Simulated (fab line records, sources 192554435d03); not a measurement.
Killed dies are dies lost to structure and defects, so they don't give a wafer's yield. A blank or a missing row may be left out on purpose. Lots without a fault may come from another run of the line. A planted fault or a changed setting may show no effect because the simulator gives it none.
Chamber matching | flow n5_finfet | N5_FIN_SAQP_HM_DEP_03 on pecvd-02: 3 sister chambers
The step deposits SiNx from SiH4/NH3/N2, target thk 38 nm, time 33.6 s. 6 wafers are shown with their chamber, then 7 later ones without.

WAFERS WITH THEIR CHAMBER
wafer  | chamber | throttle_valve_pct (%) | showerhead_plenum_p_Torr (Torr)
L079.6 | 1       | 39.8                   | 5.01
L085.2 | 0       | 41.8                   | 5.09
L085.3 | 1       | 39.6                   | 5.02
L085.4 | 2       | 34.9                   | 5.22
L088.1 | 2       | 35.4                   | 5.24
L088.3 | 0       | 41.9                   | 5.11

WAFERS WITHOUT THEIR CHAMBER
wafer  | throttle_valve_pct (%) | showerhead_plenum_p_Torr (Torr)
L088.6 | 39.9                   | 5.02
L089.3 | 34.8                   | 5.22
L089.4 | 41.8                   | 5.11
L089.6 | 39.6                   | 5.05
L095.2 | 39.7                   | 5.03
L095.3 | 35.3                   | 5.22
L095.5 | 35.0                   | 5.23

WHICH CHAMBER EACH WENT THROUGH
wafer  | from the rows above | in truth
L088.6 | 1                   | 1
L089.3 | 2                   | 2
L089.4 | 0                   | 0
L089.6 | 1                   | 1
L095.2 | 1                   | 1
L095.3 | 2                   | 2
L095.5 | 2                   | 2
Placed correctly: 7 of 7. Can't be placed from these rows: 0. Placed wrongly: 0.
How it was worked out, from the rows above alone: a wafer's distance from a chamber is the root of the sum, over the readings, of the square of ((its reading less the chamber's mean) divided by the reading's scatter). The wafer belongs to the nearest chamber; if the next one is less than 2 further off, it can't be placed. A chamber's mean is the mean of its shown wafers. The scatter: the root of (the sum of the squares of (reading less its chamber's mean) over the shown wafers, divided by (wafers less chambers)).
